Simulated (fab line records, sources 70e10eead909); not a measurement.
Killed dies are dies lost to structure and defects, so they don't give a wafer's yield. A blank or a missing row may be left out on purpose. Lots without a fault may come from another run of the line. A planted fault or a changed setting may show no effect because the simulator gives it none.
Which tool did it? | flow nand_harc | 24 lots, 72 wafers sampled, at 6 steps of a route of 1302

WHAT THE GAUGES READ, wafer by wafer
The record holds no reading of a measuring or inspecting step that can be judged against a usual standard deviation.

WHICH TOOL RAN EACH LOT (tool, then ch and the chambers of the sampled wafers, then the start)
lot  | NHARC_A_STAIRCASE_ETCHBACK_157     | NHARC_A_SGD_CUT_ETCH_16                       | NHARC_A_SGD_CUT_STRIP_28                      | NHARC_A_SLIT_DEP_23             | NHARC_A_SLIT_ETCH_24               | NHARC_A_WL_FILL_ETCHBACK_05
L075 | rie_diel-07 ch 0,2,3, day 19 20:43 | rie_diel-03 ch 1,2,3, day 20 05:23 or earlier | rie_diel-13 ch 0,2,3, day 20 05:23            | pecvd-04 ch 0,1,2, day 20 11:33 | rie_diel-12 ch 0,1, day 20 12:25   | rie_metal-03 ch 0,1, day 21 03:54
L076 | rie_diel-08 ch 0,1,2, day 19 20:45 | rie_diel-09 ch 0,2,3, day 20 11:09 or earlier | rie_diel-09 ch 0,2,3, day 20 11:09 or earlier | pecvd-01 ch 0,2, day 20 11:09   | rie_diel-04 ch 0,1,3, day 20 11:58 | rie_metal-01 ch 0,1, day 21 03:35
L077 | rie_diel-06 ch 0,1, day 19 23:35   | rie_diel-13 ch 0,2,3, day 20 14:45 or earlier | rie_diel-09 ch 2,3, day 20 14:45 or earlier   | pecvd-04 ch 0,2, day 20 14:45   | rie_diel-12 ch 2,3, day 20 15:39   | rie_metal-02 ch 0,1, day 21 07:23
L074 | rie_diel-06 ch 1,3, day 20 00:29   | rie_diel-09 ch 1,2, day 20 12:43 or earlier   | rie_diel-03 ch 1,3, day 20 12:43              | pecvd-02 ch 0,2, day 20 21:47   | rie_diel-02 ch 0,3, day 20 22:41   | rie_metal-02 ch 0,1, day 21 13:35
L078 | rie_diel-07 ch 0,3, day 20 13:52   | rie_diel-13 ch 0,1, day 21 03:29 or earlier   | rie_diel-13 ch 0,1, day 21 03:29 or earlier   | pecvd-01 ch 1,2, day 21 03:29   | rie_diel-04 ch 0,1,2, day 21 04:25 | rie_metal-01 ch 0,1, day 21 20:12
L079 | rie_diel-06 ch 0,1, day 20 22:45   | rie_diel-03 ch 0,2, day 21 15:42 or earlier   | rie_diel-13 ch 0,1,3, day 21 15:42 or earlier | pecvd-04 ch 0,2, day 21 15:42   | rie_diel-02 ch 1,2,3, day 21 16:33 | rie_metal-02 ch 0,1, day 22 07:00
L080 | rie_diel-08 ch 1,2,3, day 21 00:11 | rie_diel-13 ch 1,2,3, day 21 11:49 or earlier | rie_diel-03 ch 0,3, day 21 11:49              | pecvd-04 ch 0,1, day 21 17:52   | rie_diel-12 ch 0,3, day 21 18:41   | rie_metal-03 ch 0,1, day 22 09:06
L081 | rie_diel-07 ch 0,2,3, day 21 21:26 | rie_diel-03 ch 0,1,3, day 22 10:08 or earlier | rie_diel-09 ch 0,2,3, day 22 10:08 or earlier | pecvd-02 ch 0,2, day 22 10:08   | rie_diel-04 ch 1,2, day 22 11:05   | rie_metal-03 ch 0,1, day 23 01:38
L082 | rie_diel-07 ch 1,3, day 22 08:08   | rie_diel-09 ch 0,2, day 22 20:58 or earlier   | rie_diel-03 ch 0,2, day 22 20:58 or earlier   | pecvd-01 ch 0,1,2, day 22 20:58 | rie_diel-12 ch 0,2,3, day 22 21:54 | rie_metal-03 ch 1, day 23 12:21
L083 | rie_diel-08 ch 0,2,3, day 22 21:37 | rie_diel-03 ch 0,1,2, day 23 10:12 or earlier | rie_diel-13 ch 0,1,2, day 23 10:12 or earlier | pecvd-02 ch 1,2, day 23 10:12   | rie_diel-12 ch 0,1,2, day 23 11:09 | rie_metal-02 ch 0,1, day 24 01:53
L086 | rie_diel-08 ch 2,3, day 23 08:14   | rie_diel-09 ch 0,3, day 23 23:03 or earlier   | rie_diel-13 ch 0,3, day 23 23:03 or earlier   | pecvd-01 ch 1,2, day 23 23:03   | rie_diel-02 ch 0,1,3, day 24 00:01 | rie_metal-02 ch 0,1, day 24 14:29
L085 | rie_diel-08 ch 0,2,3, day 23 09:19 | rie_diel-03 ch 2,3, day 23 22:53 or earlier   | rie_diel-03 ch 0,1,2, day 23 22:53 or earlier | pecvd-04 ch 0,1,2, day 23 22:53 | rie_diel-04 ch 0,2,3, day 23 23:51 | rie_metal-01 ch 0,1, day 24 17:16
L084 | rie_diel-07 ch 0,1,3, day 23 09:23 | rie_diel-13 ch 0,1,2, day 23 21:08 or earlier | rie_diel-09 ch 0,1,2, day 23 21:08 or earlier | pecvd-04 ch 0,1,2, day 23 21:08 | rie_diel-02 ch 0,1,2, day 23 22:05 | rie_metal-01 ch 0,1, day 24 12:33
L087 | rie_diel-07 ch 0,2,3, day 24 00:09 | rie_diel-13 ch 0,2,3, day 24 14:59 or earlier | rie_diel-13 ch 1,2, day 24 14:59 or earlier   | pecvd-01 ch 0,1,2, day 24 14:59 | rie_diel-12 ch 2,3, day 24 15:55   | rie_metal-03 ch 0,1, day 25 06:45
L089 | rie_diel-08 ch 0,1,2, day 24 23:04 | rie_diel-03 ch 0,2,3, day 25 15:31 or earlier | rie_diel-09 ch 0,1,2, day 25 15:31 or earlier | pecvd-01 ch 1,2, day 25 15:31   | rie_diel-04 ch 1,2,3, day 25 16:28 | rie_metal-03 ch 0,1, day 26 06:37
L088 | rie_diel-08 ch 1,2,3, day 24 23:25 | rie_diel-13 ch 0,1,3, day 25 15:20 or earlier | rie_diel-13 ch 0,1,3, day 25 15:20 or earlier | pecvd-01 ch 0,1,2, day 25 15:20 | rie_diel-12 ch 0,1,2, day 25 16:08 | rie_metal-02 ch 0,1, day 26 06:33
L090 | rie_diel-08 ch 0,1,3, day 25 14:02 | rie_diel-09 ch 1,2,3, day 26 03:32 or earlier | rie_diel-09 ch 0,1,3, day 26 03:32 or earlier | pecvd-01 ch 1,2, day 26 03:32   | rie_diel-02 ch 1,2,3, day 26 04:29 | rie_metal-02 ch 0,1, day 26 22:10
L091 | rie_diel-06 ch 0,1,2, day 25 14:07 | rie_diel-13 ch 0,1,3, day 26 02:56 or earlier | rie_diel-03 ch 0,1,3, day 26 02:56 or earlier | pecvd-04 ch 0,2, day 26 02:56   | rie_diel-12 ch 1,2,3, day 26 03:44 | rie_metal-01 ch 0,1, day 26 21:38
L093 | rie_diel-07 ch 0,3, day 26 14:07   | rie_diel-13 ch 0,1,2, day 27 03:07 or earlier | rie_diel-09 ch 1,2, day 27 03:07 or earlier   | pecvd-01 ch 0,2, day 27 03:07   | rie_diel-02 ch 0,2,3, day 27 04:07 | rie_metal-03 ch 0,1, day 27 18:29
L092 | rie_diel-08 ch 1,2,3, day 26 16:59 | rie_diel-03 ch 0,1,3, day 27 02:53 or earlier | rie_diel-03 ch 1,2,3, day 27 02:53 or earlier | pecvd-02 ch 0,2, day 27 02:53   | rie_diel-04 ch 0,3, day 27 03:43   | rie_metal-02 ch 0,1, day 27 18:10
L095 | rie_diel-08 ch 0,2,3, day 27 17:32 | rie_diel-13 ch 0,1,2, day 28 07:26 or earlier | rie_diel-13 ch 0,1,2, day 28 07:26 or earlier | pecvd-01 ch 0,1,2, day 28 07:26 | rie_diel-12 ch 0,2,3, day 28 08:21 | rie_metal-01 ch 0,1, day 28 22:45
L094 | rie_diel-07 ch 0,1,2, day 27 17:43 | rie_diel-09 ch 0,2,3, day 28 08:19 or earlier | rie_diel-03 ch 0,1,3, day 28 08:19 or earlier | pecvd-01 ch 0,1, day 28 08:19   | rie_diel-04 ch 0,1,2, day 28 09:14 | rie_metal-02 ch 0,1, day 29 03:08
L096 | rie_diel-06 ch 0,2,3, day 27 19:25 | rie_diel-03 ch 1,3, day 28 07:37 or earlier   | rie_diel-03 ch 0,2,3, day 28 07:37 or earlier | pecvd-04 ch 0,2, day 28 07:37   | rie_diel-02 ch 0,2,3, day 28 08:28 | rie_metal-03 ch 1, day 28 22:44
L097 | rie_diel-08 ch 0,1,2, day 28 13:07 | rie_diel-09 ch 0,2,3, day 29 08:16 or earlier | rie_diel-09 ch 2,3, day 29 08:16 or earlier   | pecvd-02 ch 0,2, day 29 08:16   | rie_diel-04 ch 0,3, day 29 09:04   | rie_metal-01 ch 0,1, day 30 00:53
- NHARC_A_STAIRCASE_ETCHBACK_157: etches the open film in CH3F/O2, target depth 90 nm, time 167.14 s.
- NHARC_A_SGD_CUT_ETCH_16: etches the open film in C4F8/O2/Ar, target depth 310.5 nm, time 155.2 s.
- NHARC_A_SGD_CUT_STRIP_28: strips in O2, time 20 s.
- NHARC_A_SLIT_DEP_23: deposits SiON, target thk 100 nm.
- NHARC_A_SLIT_ETCH_24: etches the open film in CF4/CHF3, target depth 121 nm, time 60.5 s.
- NHARC_A_WL_FILL_ETCHBACK_05: etches the open film in Cl2/BCl3, target depth 22 nm, time 60 s.

WHAT THE TOOLS THEMSELVES READ (means of the sampled wafers that have a number; where no wafer has one, the mark that the record gives instead)
NHARC_A_STAIRCASE_ETCHBACK_157. Usual: ch3f_flow_sccm 50.00 sccm, standard deviation 0.15; drypump_motor_current_A 5.5 A, standard deviation 0.36; oes_product_au 0.971 a.u., standard deviation 0.029; rf_vpp_V 244.3 V, standard deviation 1.4; showerhead_plenum_p_Torr 2.45 Torr, standard deviation 0.084; throttle_valve_pct 20.662 %, standard deviation 0.0083.
lot  | tool        | ch3f_flow_sccm (sccm) | drypump_motor_current_A (A) | oes_product_au (a.u.) | rf_vpp_V (V) | showerhead_plenum_p_Torr (Torr) | throttle_valve_pct (%) | flag
L075 | rie_diel-07 | 49.92                 | 5.5                         | 0.936                 | 244.6        | 2.52                            | 20.660                 |
L076 | rie_diel-08 | 50.17                 | 5.5                         | 0.998                 | 244.7        | 2.46                            | 20.659                 |
L077 | rie_diel-06 | 49.99                 | 5.6                         | 0.925                 | 245.1        | 2.48                            | 20.659                 |
L074 | rie_diel-06 | 50.09                 | 5.8                         | 0.996                 | 243.3        | 2.43                            | 20.666                 |
L078 | rie_diel-07 | 49.85                 | 5.9                         | 0.972                 | 245.4        | 2.54                            | 20.662                 |
L079 | rie_diel-06 | 49.93                 | 5.6                         | 0.950                 | 245.5        | 2.53                            | 20.674                 |
L080 | rie_diel-08 | 49.88                 | 5.5                         | 0.930                 | 244.0        | 2.41                            | 20.662                 |
L081 | rie_diel-07 | 49.89                 | 5.6                         | 0.987                 | 244.4        | 2.51                            | 20.662                 |
L082 | rie_diel-07 | 50.07                 | 5.1                         | 0.990                 | 244.3        | 2.44                            | 20.668                 |
L083 | rie_diel-08 | 50.07                 | 5.4                         | 0.993                 | 243.7        | 2.39                            | 20.669                 |
L086 | rie_diel-08 | 49.99                 | 5.4                         | 0.973                 | 243.6        | 2.38                            | 20.665                 |
L085 | rie_diel-08 | 50.09                 | 5.4                         | 0.953                 | 242.6        | 2.39                            | 20.666                 |
L084 | rie_diel-07 | 50.08                 | 5.5                         | 0.966                 | 244.7        | 2.50                            | 20.658                 |
L087 | rie_diel-07 | 49.93                 | 5.5                         | 0.935                 | 244.9        | 2.51                            | 20.650                 |
L089 | rie_diel-08 | 50.05                 | 5.5                         | 0.999                 | 243.6        | 2.45                            | 20.660                 |
L088 | rie_diel-08 | 50.02                 | 5.5                         | 0.997                 | 243.3        | 2.40                            | 20.661                 |
L090 | rie_diel-08 | 49.97                 | 5.5                         | 1.007                 | 243.1        | 2.40                            | 20.662                 |
L091 | rie_diel-06 | 49.89                 | 6.0                         | 0.994                 | 245.0        | 2.45                            | 20.660                 |
L093 | rie_diel-07 | 50.05                 | 5.9                         | 0.936                 | 245.9        | 2.52                            | 20.661                 |
L092 | rie_diel-08 | 49.99                 | 5.5                         | 0.994                 | 243.4        | 2.39                            | 20.652                 |
L095 | rie_diel-08 | 50.03                 | 5.4                         | 1.002                 | 243.1        | 2.38                            | 20.664                 |
L094 | rie_diel-07 | 50.07                 | 5.5                         | 0.977                 | 244.7        | 2.53                            | 20.667                 |
L096 | rie_diel-06 | 50.07                 | 6.0                         | 0.937                 | 244.8        | 2.45                            | 20.661                 |
L097 | rie_diel-08 | 50.06                 | 5.4                         | 0.974                 | 244.1        | 2.43                            | 20.666                 |

NHARC_A_SGD_CUT_ETCH_16. Usual: oes_product_au 0.970 a.u., standard deviation 0.013; rf_vpp_V 721 V, standard deviation 3.9.
lot  | tool        | oes_product_au (a.u.) | rf_vpp_V (V) | flag
L075 | rie_diel-03 | 0.975                 | 721          |
L076 | rie_diel-09 | 0.959                 | 722          |
L077 | rie_diel-13 | 0.966                 | 722          |
L074 | rie_diel-09 | 0.960                 | 721          |
L078 | rie_diel-13 | 0.970                 | 719          |
L079 | rie_diel-03 | 0.974                 | 723          |
L080 | rie_diel-13 | 0.978                 | 722          |
L081 | rie_diel-03 | 0.965                 | 720          |
L082 | rie_diel-09 | 0.963                 | 724          |
L083 | rie_diel-03 | 0.963                 | 721          |
L086 | rie_diel-09 | 0.978                 | 720          |
L085 | rie_diel-03 | 0.981                 | 723          |
L084 | rie_diel-13 | 0.953                 | 718          |
L087 | rie_diel-13 | 0.951                 | 722          |
L089 | rie_diel-03 | 0.982                 | 722          |
L088 | rie_diel-13 | 0.945                 | 720          |
L090 | rie_diel-09 | 0.976                 | 721          |
L091 | rie_diel-13 | 0.985                 | 720          |
L093 | rie_diel-13 | 0.969                 | 719          |
L092 | rie_diel-03 | 0.972                 | 720          |
L095 | rie_diel-13 | 0.973                 | 719          |
L094 | rie_diel-09 | 0.973                 | 722          |
L096 | rie_diel-03 | 0.982                 | 717          |
L097 | rie_diel-09 | 0.979                 | 723          |

NHARC_A_SGD_CUT_STRIP_28. Usual: drypump_motor_current_A 5.7 A, standard deviation 0.38; oes_product_au 0.999 a.u., standard deviation 0.0088; rf_vpp_V 57.6 V, standard deviation 0.93; showerhead_plenum_p_Torr 3.45 Torr, standard deviation 0.12; throttle_valve_pct 17.036 %, standard deviation 0.0089.
lot  | tool        | drypump_motor_current_A (A) | oes_product_au (a.u.) | rf_vpp_V (V) | showerhead_plenum_p_Torr (Torr) | throttle_valve_pct (%) | flag
L075 | rie_diel-13 | 5.5                         | 1.010                 | 57.7         | 3.45                            | 17.029                 |
L076 | rie_diel-09 | 5.8                         | 1.002                 | 57.9         | 3.51                            | 17.033                 |
L077 | rie_diel-09 | 5.6                         | 1.006                 | 58.1         | 3.42                            | 17.040                 |
L074 | rie_diel-03 | 5.8                         | 0.998                 | 56.1         | 3.36                            | 17.039                 |
L078 | rie_diel-13 | 6.0                         | 1.003                 | 57.3         | 3.36                            | 17.043                 |
L079 | rie_diel-13 | 5.8                         | 1.001                 | 58.3         | 3.42                            | 17.033                 |
L080 | rie_diel-03 | 5.4                         | 0.995                 | 57.6         | 3.48                            | 17.037                 |
L081 | rie_diel-09 | 5.8                         | 1.003                 | 57.8         | 3.51                            | 17.039                 |
L082 | rie_diel-03 | 5.4                         | 1.003                 | 58.7         | 3.53                            | 17.045                 |
L083 | rie_diel-13 | 5.7                         | 0.994                 | 57.8         | 3.38                            | 17.036                 |
L086 | rie_diel-13 | 5.6                         | 0.990                 | 58.4         | 3.48                            | 17.038                 |
L085 | rie_diel-03 | 5.6                         | 1.004                 | 57.4         | 3.47                            | 17.038                 |
L084 | rie_diel-09 | 5.7                         | 0.992                 | 58.0         | 3.53                            | 17.042                 |
L087 | rie_diel-13 | 5.9                         | 0.995                 | 57.9         | 3.40                            | 17.046                 |
L089 | rie_diel-09 | 5.7                         | 0.997                 | 56.9         | 3.52                            | 17.041                 |
L088 | rie_diel-13 | 5.8                         | 1.000                 | 56.9         | 3.41                            | 17.041                 |
L090 | rie_diel-09 | 5.7                         | 1.000                 | 57.3         | 3.38                            | 17.032                 |
L091 | rie_diel-03 | 5.6                         | 0.993                 | 56.4         | 3.41                            | 17.037                 |
L093 | rie_diel-09 | 5.5                         | 0.991                 | 57.4         | 3.58                            | 17.035                 |
L092 | rie_diel-03 | 5.8                         | 1.003                 | 57.6         | 3.45                            | 17.038                 |
L095 | rie_diel-13 | 5.7                         | 1.000                 | 56.6         | 3.38                            | 17.028                 |
L094 | rie_diel-03 | 5.6                         | 0.999                 | 57.6         | 3.41                            | 17.042                 |
L096 | rie_diel-03 | 5.6                         | 1.004                 | 58.0         | 3.51                            | 17.035                 |
L097 | rie_diel-09 | 5.6                         | 1.006                 | 57.6         | 3.41                            | 17.043                 |

NHARC_A_SLIT_DEP_23. Usual: heater_power_w 783 W, standard deviation 94.
lot  | tool     | heater_power_w (W) | flag
L075 | pecvd-04 | 704                |
L076 | pecvd-01 | 805                |
L077 | pecvd-04 | 769                |
L074 | pecvd-02 | 706                |
L078 | pecvd-01 | 830                |
L079 | pecvd-04 | 780                |
L080 | pecvd-04 | 731                |
L081 | pecvd-02 | 640                |
L082 | pecvd-01 | 851                |
L083 | pecvd-02 | 646                |
L086 | pecvd-01 | 828                |
L085 | pecvd-04 | 738                |
L084 | pecvd-04 | 761                |
L087 | pecvd-01 | 825                |
L089 | pecvd-01 | 850                |
L088 | pecvd-01 | 849                |
L090 | pecvd-01 | 828                |
L091 | pecvd-04 | 717                |
L093 | pecvd-01 | 908                |
L092 | pecvd-02 | 612                |
L095 | pecvd-01 | 877                |
L094 | pecvd-01 | 805                |
L096 | pecvd-04 | 814                |
L097 | pecvd-02 | 710                |

NHARC_A_SLIT_ETCH_24. Usual: drypump_motor_current_A 5.7 A, standard deviation 0.47; oes_product_au 0.960 a.u., standard deviation 0.021; rf_vpp_V 370.1 V, standard deviation 2; showerhead_plenum_p_Torr 1.56 Torr, standard deviation 0.054; throttle_valve_pct 16.801 %, standard deviation 0.0092.
lot  | tool        | drypump_motor_current_A (A) | oes_product_au (a.u.) | rf_vpp_V (V) | showerhead_plenum_p_Torr (Torr) | throttle_valve_pct (%) | flag
L075 | rie_diel-12 | 5.5                         | 0.988                 | 370.0        | 1.56                            | 16.807                 |
L076 | rie_diel-04 | 5.3                         | 0.950                 | 370.5        | 1.57                            | 16.802                 |
L077 | rie_diel-12 | 5.5                         | 0.991                 | 367.8        | 1.51                            | 16.805                 |
L074 | rie_diel-02 | 5.7                         | 0.957                 | 371.6        | 1.58                            | 16.802                 |
L078 | rie_diel-04 | 5.8                         | 0.969                 | 371.2        | 1.59                            | 16.810                 |
L079 | rie_diel-02 | 6.2                         | 0.973                 | 370.4        | 1.55                            | 16.796                 |
L080 | rie_diel-12 | 5.3                         | 0.977                 | 369.3        | 1.55                            | 16.797                 |
L081 | rie_diel-04 | 5.5                         | 0.929                 | 372.8        | 1.65                            | 16.806                 |
L082 | rie_diel-12 | 5.4                         | 0.975                 | 369.0        | 1.53                            | 16.788                 |
L083 | rie_diel-12 | 5.5                         | 0.973                 | 369.8        | 1.55                            | 16.809                 |
L086 | rie_diel-02 | 5.8                         | 0.961                 | 369.5        | 1.56                            | 16.802                 |
L085 | rie_diel-04 | 5.7                         | 0.960                 | 370.3        | 1.56                            | 16.813                 |
L084 | rie_diel-02 | 6.1                         | 0.925                 | 370.9        | 1.58                            | 16.805                 |
L087 | rie_diel-12 | 5.4                         | 0.976                 | 368.8        | 1.51                            | 16.799                 |
L089 | rie_diel-04 | 5.4                         | 0.937                 | 372.6        | 1.62                            | 16.802                 |
L088 | rie_diel-12 | 5.5                         | 0.991                 | 370.4        | 1.55                            | 16.799                 |
L090 | rie_diel-02 | 6.2                         | 0.929                 | 370.2        | 1.55                            | 16.803                 |
L091 | rie_diel-12 | 5.5                         | 0.930                 | 368.5        | 1.51                            | 16.797                 |
L093 | rie_diel-02 | 6.1                         | 0.969                 | 370.8        | 1.57                            | 16.795                 |
L092 | rie_diel-04 | 5.6                         | 0.964                 | 367.6        | 1.51                            | 16.808                 |
L095 | rie_diel-12 | 5.3                         | 0.936                 | 368.4        | 1.53                            | 16.803                 |
L094 | rie_diel-04 | 5.8                         | 0.968                 | 370.2        | 1.58                            | 16.797                 |
L096 | rie_diel-02 | 6.1                         | 0.964                 | 371.4        | 1.57                            | 16.796                 |
L097 | rie_diel-04 | 5.2                         | 0.975                 | 369.8        | 1.54                            | 16.800                 |

NHARC_A_WL_FILL_ETCHBACK_05. Usual: drypump_motor_current_A 5.5 A, standard deviation 0.48; oes_product_au 1.005 a.u., standard deviation 0.0083.
lot  | tool         | drypump_motor_current_A (A) | oes_product_au (a.u.) | flag
L075 | rie_metal-03 | 5.9                         | 1.015                 |
L076 | rie_metal-01 | 5.8                         | 1.011                 |
L077 | rie_metal-02 | 5.1                         | 1.006                 |
L074 | rie_metal-02 | 5.1                         | 1.007                 |
L078 | rie_metal-01 | 5.5                         | 1.011                 |
L079 | rie_metal-02 | 5.1                         | 1.004                 |
L080 | rie_metal-03 | 5.9                         | 1.005                 |
L081 | rie_metal-03 | 5.6                         | 1.006                 |
L082 | rie_metal-03 | 6.3                         | 1.008                 |
L083 | rie_metal-02 | 5.1                         | 1.003                 |
L086 | rie_metal-02 | 5.1                         | 1.010                 |
L085 | rie_metal-01 | 5.5                         | 1.010                 |
L084 | rie_metal-01 | 5.7                         | 1.010                 |
L087 | rie_metal-03 | 5.6                         | 1.011                 |
L089 | rie_metal-03 | 5.6                         | 1.004                 |
L088 | rie_metal-02 | 5.1                         | 1.007                 |
L090 | rie_metal-02 | 5.2                         | 1.003                 |
L091 | rie_metal-01 | 5.8                         | 0.999                 |
L093 | rie_metal-03 | 5.6                         | 1.015                 |
L092 | rie_metal-02 | 5.1                         | 1.000                 |
L095 | rie_metal-01 | 5.5                         | 0.993                 |
L094 | rie_metal-02 | 5.2                         | 0.991                 |
L096 | rie_metal-03 | 6.3                         | 0.997                 |
L097 | rie_metal-01 | 5.5                         | 1.002                 |

THE ANSWER, worked out from the rows above alone
Rule: a lot is off if the mean of its wafers that have a number lies more than 3 standard deviations from the usual mean. A lot without any number at a reading at which 4 lots or more have one is off too. The other lots that the step has rows for count as sound. The gauges are gone through in route order, then the tools' own readings, and for those a lot's mean is taken as printed above. The first step at which some lot is off is used, and at that step the reading that is off furthest; a lot without a number counts as furthest.
No lot is off at any reading shown: from this, nothing can be told.

WHAT THE SIMULATOR HAD PUT IN
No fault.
